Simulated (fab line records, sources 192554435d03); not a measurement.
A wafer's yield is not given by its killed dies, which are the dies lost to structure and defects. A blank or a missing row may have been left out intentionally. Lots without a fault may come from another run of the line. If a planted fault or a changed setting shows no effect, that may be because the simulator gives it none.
Which of the tools did it? | flow n5Finfet | 11 lots with 30 wafers sampled at 5 steps, on a route of 1938 steps

== WHAT THE GAUGES READ, wafer by wafer ==
No reading from a measuring or inspecting step in the record can be judged against a usual standard deviation.

== WHAT TOOL EACH LOT RAN ON (gives the tool, then ch and the chambers of the sampled wafers, and finally the start) ==
lot  | N5_BEOL_M14_TRENCH_ETCH_34        | N5_BEOL_M14_ETCH_38                          | N5_BEOL_M14_DEGAS_41        | N5_BEOL_M14_ECD_47            | N5_BEOL_M14_CMP_49
L623 | rieDiel-01 ch 1,3, day 11 12:25   | rieDiel-01 ch 0,1,2, day 11 13:26 or earlier | pvdSputter-03, day 11 13:26 | ecdCu-01 ch 0,1, day 11 13:47 | cmp-01 ch 1,2,3, day 11 14:18
L626 | rieDiel-01 ch 0,2,3, day 12 03:59 | rieDiel-01 ch 0,1, day 12 04:37 or earlier   | pvdSputter-02, day 12 04:37 | ecdCu-01 ch 0,1, day 12 04:58 | cmp-01 ch 0,2, day 12 05:31
L629 | rieDiel-05 ch 0,1,2, day 12 15:26 | rieDiel-05 ch 0,2, day 12 17:10 or earlier   | pvdSputter-01, day 12 17:10 | ecdCu-01 ch 0,1, day 12 17:34 | cmp-01 ch 0,1,2, day 12 19:47
L628 | rieDiel-05 ch 1,2,3, day 12 20:47 | rieDiel-05 ch 0,1,3, day 12 22:47 or earlier | pvdSputter-01, day 12 22:47 | ecdCu-02 ch 0,1, day 12 23:11 | cmp-01 ch 0,1,2, day 12 23:40
L631 | rieDiel-04 ch 0,2,3, day 13 20:36 | rieDiel-01 ch 1,2,3, day 13 21:17 or earlier | pvdSputter-01, day 13 21:17 | ecdCu-02 ch 0,1, day 13 21:38 | cmp-01 ch 0,1,3, day 13 22:08
L633 | rieDiel-04 ch 1,2, day 14 13:38   | rieDiel-01 ch 2,3, day 14 16:35 or earlier   | pvdSputter-02, day 14 16:35 | ecdCu-02 ch 0,1, day 14 17:02 | cmp-04 ch 0,1, day 14 17:34
L636 | rieDiel-05 ch 1,2, day 14 14:04   | rieDiel-05 ch 1,2, day 14 16:44 or earlier   | pvdSputter-01, day 14 16:44 | ecdCu-02 ch 0,1, day 14 17:05 | cmp-04 ch 0,1, day 14 18:07
L637 | rieDiel-05 ch 1,3, day 14 15:36   | rieDiel-05 ch 0,1, day 14 17:49 or earlier   | pvdSputter-01, day 14 17:49 | ecdCu-02 ch 0,1, day 14 18:14 | cmp-02 ch 0,2, day 14 18:59
L641 | rieDiel-05 ch 1,2, day 15 18:40   | rieDiel-04 ch 0,1, day 15 20:02 or earlier   | pvdSputter-02, day 15 20:02 | ecdCu-01 ch 0,1, day 15 20:23 | cmp-04 ch 0,1, day 15 20:55
L643 | rieDiel-04 ch 2,3, day 16 05:37   | rieDiel-01 ch 0,1, day 16 09:28 or earlier   | pvdSputter-01, day 16 09:28 | ecdCu-01 ch 0,1, day 16 09:50 | cmp-02 ch 0,3, day 16 10:43
L644 | rieDiel-05 ch 1,2, day 17 01:29   | rieDiel-01 ch 0,2,3, day 17 02:01 or earlier | pvdSputter-02, day 17 02:01 | ecdCu-01 ch 0,1, day 17 02:22 | cmp-01 ch 1,3, day 17 02:54
- N5_BEOL_M14_TRENCH_ETCH_34: etches SiO2 in C4F8/O2/Ar, target depth 556.65 nm, time 126.9 s.
- N5_BEOL_M14_ETCH_38: etches SiCN in CF4/N2, target depth 106.5 nm, time 120.6 s.
- N5_BEOL_M14_DEGAS_41: time 60 s.
- N5_BEOL_M14_ECD_47: material Cu, target thk 1248 nm.
- N5_BEOL_M14_CMP_49: polishes, stops on SiO2, t overpolish 5.2 s, target thk 560 nm.

== AS READ BY THE TOOLS THEMSELVES (means over the sampled wafers that have a number; for cases with no such wafer, the mark the record gives instead) ==
N5_BEOL_M14_TRENCH_ETCH_34. Usual: drypumpMotorCurrentA 6.0 A, standard deviation 0.51; heOuterTorr 30.00 Torr, standard deviation 0.058; oesProductAu 0.79 a.u., standard deviation 0.075; rfVppV 2227 V, standard deviation 16; showerheadPlenumPTorr 3.46 Torr, standard deviation 0.096; throttleValvePct 30.9 %, standard deviation 0.31.
lot  | tool       | drypumpMotorCurrentA (A) | heOuterTorr (Torr) | oesProductAu (a.u.) | rfVppV (V) | showerheadPlenumPTorr (Torr) | throttleValvePct (%) | flag
L623 | rieDiel-01 | 6.1                      | 29.97              | 0.79                | 2224       | 3.42                         | 31.2                 | 
L626 | rieDiel-01 | 5.7                      | 30.07              | 0.75                | 2217       | 3.38                         | 31.0                 | 
L629 | rieDiel-05 | 6.2                      | 30.02              | 0.80                | 2234       | 3.42                         | 30.7                 | 
L628 | rieDiel-05 | 6.2                      | 30.00              | 0.79                | 2230       | 3.50                         | 30.9                 | 
L631 | rieDiel-04 | 6.0                      | 30.00              | 0.82                | 2223       | 3.55                         | 30.5                 | 
L633 | rieDiel-04 | 5.7                      | 29.98              | 0.79                | 2209       | 3.45                         | 30.9                 | 
L636 | rieDiel-05 | 6.4                      | 30.05              | 0.78                | 2232       | 3.46                         | 30.8                 | 
L637 | rieDiel-05 | 5.9                      | 29.91              | 0.80                | 2236       | 3.54                         | 30.9                 | 
L641 | rieDiel-05 | 6.5                      | 30.07              | 0.76                | 2227       | 3.44                         | 30.8                 | 
L643 | rieDiel-04 | 5.8                      | 29.97              | 0.85                | 2206       | 3.50                         | 30.5                 | 
L644 | rieDiel-05 | 6.5                      | 29.97              | 0.75                | 2226       | 3.43                         | 30.8                 | 

N5_BEOL_M14_ETCH_38. Usual: drypumpMotorCurrentA 6.0 A, standard deviation 0.56; oesProductAu 0.79 a.u., standard deviation 0.079; rfVppV 382.6 V, standard deviation 1.7; showerheadPlenumPTorr 2.22 Torr, standard deviation 0.064; throttleValvePct 15.51 %, standard deviation 0.27.
lot  | tool       | drypumpMotorCurrentA (A) | oesProductAu (a.u.) | rfVppV (V) | showerheadPlenumPTorr (Torr) | throttleValvePct (%) | flag
L623 | rieDiel-01 | 6.2                      | 0.79                | 382.1      | 2.22                         | 15.67                | 
L626 | rieDiel-01 | 6.2                      | 0.84                | 384.3      | 2.23                         | 15.75                | 
L629 | rieDiel-05 | 5.9                      | 0.77                | 382.4      | 2.15                         | 15.42                | 
L628 | rieDiel-05 | 5.8                      | 0.79                | 383.2      | 2.23                         | 15.37                | 
L631 | rieDiel-01 | 6.1                      | 0.82                | 383.1      | 2.25                         | 15.49                | 
L633 | rieDiel-01 | 5.8                      | 0.81                | 384.0      | 2.26                         | 15.34                | 
L636 | rieDiel-05 | 6.4                      | 0.79                | 381.5      | 2.22                         | 15.38                | 
L637 | rieDiel-05 | 5.9                      | 0.81                | 382.6      | 2.19                         | 15.30                | 
L641 | rieDiel-04 | 6.0                      | 0.78                | 382.9      | 2.24                         | 15.52                | 
L643 | rieDiel-01 | 6.2                      | 0.79                | 383.2      | 2.22                         | 15.82                | 
L644 | rieDiel-01 | 5.7                      | 0.88                | 382.6      | 2.24                         | 15.35                | 

N5_BEOL_M14_DEGAS_41. Usual: heaterPowerW 461 W, standard deviation 54; susceptorTempC 299.99 C, standard deviation 0.19.
lot  | tool          | heaterPowerW (W) | susceptorTempC (C) | flag
L623 | pvdSputter-03 | 475              | 299.76             | 
L626 | pvdSputter-02 | 446              | 299.96             | 
L629 | pvdSputter-01 | 493              | 299.96             | 
L628 | pvdSputter-01 | 482              | 299.90             | 
L631 | pvdSputter-01 | 464              | 299.91             | 
L633 | pvdSputter-02 | 382              | 300.04             | 
L636 | pvdSputter-01 | 447              | 300.14             | 
L637 | pvdSputter-01 | 552              | 299.86             | 
L641 | pvdSputter-02 | 375              | 300.14             | 
L643 | pvdSputter-01 | 472              | 300.05             | 
L644 | pvdSputter-02 | 412              | 300.10             | 

N5_BEOL_M14_CMP_49. Usual: clearingPlatenDownForcePsi 2.000 psi, standard deviation 0.0039; headPressurePsi 2.000 psi, standard deviation 0.005; motorCurrentA 8.4 A, standard deviation 1; slurryFilterDpKPa 13.50 kPa, standard deviation 0.12; timeToEndpointS 121 s, standard deviation 3.6.
lot  | tool   | clearingPlatenDownForcePsi (psi) | headPressurePsi (psi) | motorCurrentA (A) | slurryFilterDpKPa (kPa) | timeToEndpointS (s) | flag
L623 | cmp-01 | 1.998                            | 1.997                 | 8.9               | 13.50                   | 119                 | 
L626 | cmp-01 | 1.998                            | 2.001                 | 8.5               | 13.53                   | 123                 | 
L629 | cmp-01 | 1.999                            | 2.002                 | 9.4               | 13.62                   | 121                 | 
L628 | cmp-01 | 2.000                            | 2.000                 | 9.2               | 13.54                   | 122                 | 
L631 | cmp-01 | 1.997                            | 2.000                 | 8.8               | 13.50                   | 119                 | 
L633 | cmp-04 | 2.002                            | 2.002                 | 7.5               | 13.45                   | 106                 | OFF
L636 | cmp-04 | 2.002                            | 1.997                 | 7.3               | 13.47                   | 108                 | OFF
L637 | cmp-02 | 1.996                            | 1.998                 | 7.9               | 13.32                   | 94                  | OFF
L641 | cmp-04 | 2.003                            | 1.999                 | 7.4               | 13.50                   | 120                 | 
L643 | cmp-02 | 1.999                            | 2.005                 | 8.3               | 13.47                   | 121                 | 
L644 | cmp-01 | 2.001                            | 2.001                 | 8.6               | 13.73                   | 121                 | 

== THE ANSWER, worked out from the rows above alone ==
Rule: a lot counts as off when the mean over its wafers that have a number is more than 3 standard deviations away from the usual mean. A lot without any number at a reading at which 4 lots or more have one is off too. The other lots that the step has rows for count as sound. The gauges are gone through in route order, then the tools' own readings, and for those a lot's mean is taken as printed above. At the first step where some lot is off, the reading lying furthest off is the one used; lots without a number count as furthest.
Off at N5_BEOL_M14_CMP_49 (timeToEndpointS): L633, L636, L637.
A tool fits if, at that step or a process step before it, it ran every lot that is off, and no sound lot after the first of them. N5_BEOL_M14_ETCH_38 gives no start for some lots, so the hours and the order of its lots are those of N5_BEOL_M14_DEGAS_41. One candidate fits, namely ecdCu-02 at N5_BEOL_M14_ECD_47. Its last sound lot is L631 (day 13 21:38), its first lot that is off L633 (day 14 17:02): a fault that began between those two fits.

== WHAT THE SIMULATOR HAD PUT IN ==
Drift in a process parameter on ecdCu-02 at N5_BEOL_M14_ECD_47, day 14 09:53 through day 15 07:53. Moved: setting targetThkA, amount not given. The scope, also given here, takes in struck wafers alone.
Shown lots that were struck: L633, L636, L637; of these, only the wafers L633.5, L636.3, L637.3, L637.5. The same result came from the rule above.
